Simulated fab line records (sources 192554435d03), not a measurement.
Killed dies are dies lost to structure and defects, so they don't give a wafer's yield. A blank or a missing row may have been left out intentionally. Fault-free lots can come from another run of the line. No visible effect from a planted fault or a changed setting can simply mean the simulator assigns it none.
Code-filled problem report in 8D (eight disciplines) form | flow n5-finfet | the parts of the form that need people (team, actions taken, sign-off) are left out

## 1. PROBLEM STATEMENT
A mean of 208.2 s is read at N5_BEOL_M5_CO_CAP_78 for run-length-s, taken on 1 wafer of 1 lot, against 125.0 s (standard deviation 0.49) on wafers free of any fault. So: +99 or more standard deviations from the usual mean.
The step: material Co, precursor CCTBA/H2, target thk 2 nm, time 102.1 s.
Seen first at day 11 15:44 on cvd-co-02, wafer L413.2. The record has a number at this step for 35 wafers belonging to 12 lots. Rule for "out", or "out of limits": more than 4 standard deviations from the usual mean. Any other wafer with a number is counted as sound.

## 2. WHAT IT IS AND WHAT IT IS NOT
question                    | is                | is not
which readings at this step | run-length-s      | heater-power-w
which lots                  | L413              | L402, L403, L404, L406, L407, L408, L409, L410, L423, L424, L425
which wafers of those lots  | L413.2            | L413.6
read on which tools         | cvd-co-02         | cvd-co-01
when                        | from day 11 15:44 | up to then (25 sound wafers); but 9 sound wafers of L423, L424, L425 came after

## 3. WHAT RULES OUT EACH SUSPECT
Counting: if a tool at a process step up to the reading ran every lot that is out, it stays a suspect. Sound lots after the first of them don't rule it out here, since some wafers of a struck lot are sound.
- pvd-sputter-02 at N5_BEOL_M5_ANNEAL_89 (time 1800 s): kept. The lot that is out, L413, ran on it at day 11 13:51; the last sound lot it ran before that was L408, at day 11 05:53.
- cmp-01 at N5_BEOL_M5_CMP_52 (polishes, stops on SiCOH lowk, t overpolish 6.9 s, target thk 62 nm): kept. The lot that is out, L413, ran on it at day 11 15:28; the last sound lot it ran before that was L408, at day 11 07:32.
- cvd-co-02 at N5_BEOL_M5_CO_CAP_78 (material Co, precursor CCTBA/H2, target thk 2 nm, time 102.1 s): kept. The lot that is out, L413, ran on it at day 11 15:44; the last sound lot it ran before that was L410, at day 11 08:41. Its own run-length-s readings are out on those wafers.
- Within cmp-01 at N5_BEOL_M5_CMP_52: the wafers that are out ran in chamber 2; their sound lot-mates ran in chamber 3.
Still standing after the count: pvd-sputter-02 at N5_BEOL_M5_ANNEAL_89, cmp-01 at N5_BEOL_M5_CMP_52, cvd-co-02 at N5_BEOL_M5_CO_CAP_78.

## 4. THE CAUSE (what the simulator had put in)
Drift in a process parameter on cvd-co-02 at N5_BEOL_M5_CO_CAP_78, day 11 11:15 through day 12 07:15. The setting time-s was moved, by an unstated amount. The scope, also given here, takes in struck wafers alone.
3 suspects survive the count, and this tool is in that group.

## 5. SEQUENCE OF EFFECTS, ordered by route
Each row: a reading where the mean over the struck wafers with a number is more than 3 standard deviations away from the usual. Only readings for which the record gives a usual standard deviation are gone through. hours: the time from each lot's start at the first step in this table that gives one to its start at this step, as a median over the lots. sigmas: the change in usual standard deviations.
hours | step                 | reading      | usual   | on struck wafers | change | sigmas
0     | N5_BEOL_M5_CO_CAP_78 | run-length-s | 125.0 s | 208.2            | +83.2  | +99 or more
Its process steps:
- N5_BEOL_M5_CO_CAP_78: material Co, precursor CCTBA/H2, target thk 2 nm, time 102.1 s.
Later steps that measure or inspect, where all struck wafers having a row at the step show a number for every such reading and not one has moved that far: N5_BEOL_M6_THK_MEAS_01.

## 6. WHAT WOULD HAVE CAUGHT IT SOONER
The fault began at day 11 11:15; the first out-of-limits reading in this record came at day 11 15:44, 4 hours later.
